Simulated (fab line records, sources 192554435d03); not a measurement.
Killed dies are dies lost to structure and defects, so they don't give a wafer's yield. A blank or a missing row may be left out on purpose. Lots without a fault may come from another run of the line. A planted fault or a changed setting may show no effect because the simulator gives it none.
Chamber matching | flow n5_finfet | N5_BEOL_M8_DEP_56 on pecvd-03: 3 sister chambers
The step deposits SiCN from 3MS/NH3, target thk 10 nm, time 17.5 s. 3 wafers are shown with their chamber, then 7 later ones without.

WAFERS WITH THEIR CHAMBER
wafer  | chamber | showerhead_plenum_p_Torr (Torr)
L091.5 | 2       | 3.656
L095.2 | 1       | 3.673
L095.3 | 0       | 3.670

WAFERS WITHOUT THEIR CHAMBER
wafer  | showerhead_plenum_p_Torr (Torr)
L095.5 | 3.667
L096.1 | 3.675
L096.3 | 3.681
L096.5 | 3.672
L097.1 | 3.675
L097.2 | 3.681
L097.3 | 3.662

WHICH CHAMBER EACH WENT THROUGH
wafer  | from the rows above          | in truth
L095.5 | can't be placed: 0 or 1 or 2 | 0
L096.1 | can't be placed: 1 or 0      | 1
L096.3 | can't be placed: 1 or 0      | 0
L096.5 | can't be placed: 1 or 0      | 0
L097.1 | can't be placed: 1 or 0      | 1
L097.2 | can't be placed: 1 or 0      | 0
L097.3 | can't be placed: 2 or 0 or 1 | 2
Placed correctly: 0 of 7. Can't be placed from these rows: 7 (the true chamber is among the candidates in 7). Placed wrongly: 0.
How it was worked out, from the rows above alone: a wafer's distance from a chamber is the root of the sum, over the readings, of the square of ((its reading less the chamber's mean) divided by the reading's scatter). The wafer belongs to the nearest chamber; if the next one is less than 2 further off, it can't be placed. A chamber's mean is the mean of its shown wafers. The scatter: with one shown wafer a chamber, the root of the mean of the squares of how far each hidden wafer lies from its nearest shown one.
